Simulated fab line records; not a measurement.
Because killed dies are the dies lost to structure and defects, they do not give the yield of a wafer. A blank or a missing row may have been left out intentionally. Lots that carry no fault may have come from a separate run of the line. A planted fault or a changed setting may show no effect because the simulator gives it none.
Struck lot and sound lot, side by side | flow nandHarc | 15 steps out of a route of 1159
Sound: wafers L328.1, L328.3, L328.5. Struck: wafers L327.2, L327.3, L327.6. The cause comes at the end.
At each step with rows: each side's tool, then ch and its chambers, then its first start. Under that, the readings that differ: sound wafers | struck wafers | difference of the means | sigmas: that difference in standard deviations of wafers without a fault.
alike: words and numbers the same on both sides, and readings whose means are apart by under 2 such deviations; not compared: readings that were withheld, readings missing a value for some wafer, numbers with overlapping values and no deviation given by the record, and bounds like >300 which may hide the same value.
The two part at a step that has a row with sigmas, a row that says differs or no value, or rows on one side only. When numbers do not overlap yet have no deviation, they are printed without sigmas and do not part them. Lack of a reading on every wafer of one side parts them only where that side has two or more wafers.

first, 9 steps without rows for these wafers: NHARC_P_ZERO_WELL_STRIP_28 (strips in SPM, time 840 s); NHARC_P_ZERO_WELL_DEHYDRATE_29 (time 120 s); NHARC_P_ZERO_WELL_HMDS_30 (time 30 s); NHARC_P_ZERO_WELL_COAT_31; NHARC_P_ZERO_WELL_SOFTBAKE_32 (time 95 s); NHARC_P_ZERO_WELL_EBR_33; NHARC_P_ZERO_WELL_EXPOSE_34 (exposes mask P PWELL, target cd 720 nm); NHARC_P_ZERO_WELL_PEB_35 (peb time 85 s); NHARC_P_ZERO_WELL_DEVELOP_36 (time 70 s).
NHARC_P_ZERO_WELL_CD_MEAS_37: the cd target is 720 nm.
  sound on cdSem-03 ch 0, day 4 10:06; struck on cdSem-02 ch 0, day 4 04:07
reading   | sound             | struck            | difference | sigmas
cdNm (nm) | 715.4 716.2 716.8 | 720.8 720.4 719.1 | +4.0       | +2
then, 1 step without rows for these wafers: NHARC_P_ZERO_WELL_HARDBAKE_38 (time 80 s).
NHARC_P_ZERO_WELL_DESCUM_39: chemistry O2, time 3 s.
  sound on rieDiel-03 ch 0,1,3, day 4 10:16; struck on rieDiel-03 ch 0,3, day 4 04:16
  alike: drypumpMotorCurrentA, o2FlowSccm, oesProductAu, rfVppV, showerheadPlenumPTorr, throttleValvePct
  not compared: rfHoursCounterH
NHARC_P_ZERO_WELL_IMPLANT_40:
  sound on implanter-02 ch 0, day 4 10:24; struck on implanter-02, day 4 04:26
  no value came back on the struck wafers for beamEnergyKeV, beamOnS (s); on the sound wafers beamEnergyKeV reads 299.96 299.92 299.99
following that, these wafers have no rows for 1 step: NHARC_P_ZERO_WELL_IMPLANT_59.
-- break in the record here, with 18 days between the starts of the struck wafers on either side (left off in module P_ZERO_WELL, picked up again in module END, where the first step shown is number 1159 on the route) --
NHARC_END_SORT_01:
  sound on prober-02 ch 0, day 21 14:34; struck on prober-02 ch 0, day 21 23:11
reading           | sound    | struck      | difference | sigmas
killedAtPeriphery | 2 5 1    | 662 651 648 | +651       | +99 or more
killedDies        | 20 24 28 | 677 677 677 | +653       | +59
killedShort       | 0 1 3    | 3 6 4       | +3         | +2
  alike: killedAtArray, killedAtOther, killedOpen

WHERE THEY PART
Earliest at NHARC_P_ZERO_WELL_CD_MEAS_37; latest, in this record, at NHARC_END_SORT_01.

WHY: what the simulator had put in
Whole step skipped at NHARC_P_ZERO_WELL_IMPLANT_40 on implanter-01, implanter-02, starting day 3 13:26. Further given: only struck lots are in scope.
